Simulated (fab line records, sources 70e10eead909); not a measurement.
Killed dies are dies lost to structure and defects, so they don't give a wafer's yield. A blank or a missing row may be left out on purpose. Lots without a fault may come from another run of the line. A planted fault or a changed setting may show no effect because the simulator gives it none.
Chamber matching | flow nand_harc | NHARC_A_WL_FILL_ALD_00 on ald_hk-01: 4 sister chambers
The step deposits Al2O3, target thk 3 nm, pulse time 3 s, ald cycles 30. 4 wafers are shown with their chamber, then 7 later ones without.

WAFERS WITH THEIR CHAMBER
wafer  | chamber | heater_power_w (W)
L591.1 | 0       | 484
L591.6 | 1       | 475
L594.1 | 2       | 492
L594.2 | 3       | 438

WAFERS WITHOUT THEIR CHAMBER
wafer  | heater_power_w (W)
L594.3 | 465
L593.1 | 431
L593.2 | 473
L593.3 | 491
L595.1 | 420
L595.2 | 484
L595.5 | 429

WHICH CHAMBER EACH WENT THROUGH
wafer  | from the rows above               | in truth
L594.3 | can't be placed: 1 or 0 or 2 or 3 | 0
L593.1 | 3                                 | 3
L593.2 | can't be placed: 1 or 0 or 2      | 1
L593.3 | can't be placed: 2 or 0 or 1      | 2
L595.1 | 3                                 | 3
L595.2 | can't be placed: 0 or 2 or 1      | 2
L595.5 | 3                                 | 3
Placed correctly: 3 of 7. Can't be placed from these rows: 4 (the true chamber is among the candidates in 4). Placed wrongly: 0.
How it was worked out, from the rows above alone: a wafer's distance from a chamber is the root of the sum, over the readings, of the square of ((its reading less the chamber's mean) divided by the reading's scatter). The wafer belongs to the nearest chamber; if the next one is less than 2 further off, it can't be placed. A chamber's mean is the mean of its shown wafers. The scatter: with one shown wafer a chamber, the root of the mean of the squares of how far each hidden wafer lies from its nearest shown one.
